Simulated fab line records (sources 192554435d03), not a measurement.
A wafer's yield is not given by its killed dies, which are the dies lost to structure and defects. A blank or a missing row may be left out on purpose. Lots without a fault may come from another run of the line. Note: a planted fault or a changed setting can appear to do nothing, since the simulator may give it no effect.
8D (eight disciplines) problem report, filled in by code / flow n5 finfet / the parts of the form that need people (team, actions taken, sign-off) are left out

1. WHAT IS WRONG
Across 6 wafers from 2 lots, CJ_P at N5_BEOL_M4_RC_MEAS_101 averages 7.05, while fault-free wafers read 5.76 with a standard deviation of 0.14. Relative to the usual mean, that is a shift of +9.2 standard deviations.
The first sign was on wafer L320.3 at day 11 22:40, on prober-02. The record holds 30 wafers of 10 lots with a number at this step. The rule behind "out" and "out of limits": a value lying over 4 standard deviations away from the usual mean. The other wafers with a number count as sound.

2. WHAT IT IS, AND WHAT IT ISN'T
question=which readings at this step | is=CJ_P, IOFF_P_LONG | is not=DIBL_N, DIBL_P, IOFF_N, IOFF_P, ION_N, ION_P, SS_N, SS_P, VT_P
question=which lots | is=L320, L326 | is not=L309, L312, L313, L314, L315, L316, L317, L330
question=which wafers of those lots | is=all that have a number | is not=-
question=read on which gauges | is=prober-01, prober-02 | is not=-
question=when | is=from day 11 22:40 | is not=up to then (21 sound wafers); but 3 sound wafers of L330 came after

3. THE SUSPECTS, EACH WITH WHAT RULES IT OUT
Counting: a tool at any process step up to the reading remains a suspect when it ran all the lots that are out and ran no sound lot after the first of those.
- the gauge at N5_BEOL_M4_RC_MEAS_101 has been ruled out. The wafers that are out were read on 2 gauges (prober-01, prober-02).
- implanter-02 at N5_WELL_APT_IMPLANT_15: kept. It processed each lot that is out, first L320 at day 4 20:20, and no sound lot thereafter; up to then, the last sound lot it processed was L315 at day 3 14:04. Its own dose ions cm2, faraday current uA readings are out on those wafers.
Remaining after the count: implanter-02 at N5_WELL_APT_IMPLANT_15.

4. THE CAUSE (what the simulator had put in)
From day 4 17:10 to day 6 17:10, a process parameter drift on implanter-02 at N5_WELL_APT_IMPLANT_15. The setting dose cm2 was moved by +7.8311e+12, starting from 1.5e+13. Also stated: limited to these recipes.
Only this tool survived the counting.

5. THE EFFECT CHAIN, in route order
Rows list readings where the struck wafers' mean (over those with a number) sits beyond 3 standard deviations from the usual. Only readings whose record carries a usual standard deviation are examined. hours: median over the lots of the time between each lot's start at the first step of this table that gives one and its start at this step. sigmas: the change, counted in usual standard deviations.
hours=0; step=N5_WELL_APT_IMPLANT_15; reading=dose ions cm2; usual=1.5001e+13; on struck wafers=2.2822e+13; change=+7.8205e+12; sigmas=+99 or more
hours=0; step=N5_WELL_APT_IMPLANT_15; reading=faraday current uA; usual=190; on struck wafers=290; change=+100; sigmas=+27
hours=175; step=N5_BEOL_M4_RC_MEAS_101; reading=CJ_P; usual=5.76; on struck wafers=7.05; change=+1.29; sigmas=+9.2
hours=175; step=N5_BEOL_M4_RC_MEAS_101; reading=IOFF_P_LONG; usual=0.000106 nA/um; on struck wafers=0.000148; change=+0.000042; sigmas=+5.0
It contains these process steps:
- N5_WELL_APT_IMPLANT_15

6. HOW IT WOULD HAVE BEEN CAUGHT EARLIER
The first out-of-limits reading at a measuring or inspecting step in this record came at day 11 22:40, 173 hours after the fault's start at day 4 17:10.
At N5_WELL_APT_IMPLANT_15, the tool's own readings (dose ions cm2, faraday current uA) were out on each struck wafer the step has a row for, so an alarm limit on them would have fired on the first such wafer.
By day 11 22:40, every lot that is out (2) had started N5_WELL_APT_IMPLANT_15 on implanter-02. Had the tool been put on hold then, not one of them would have been saved.
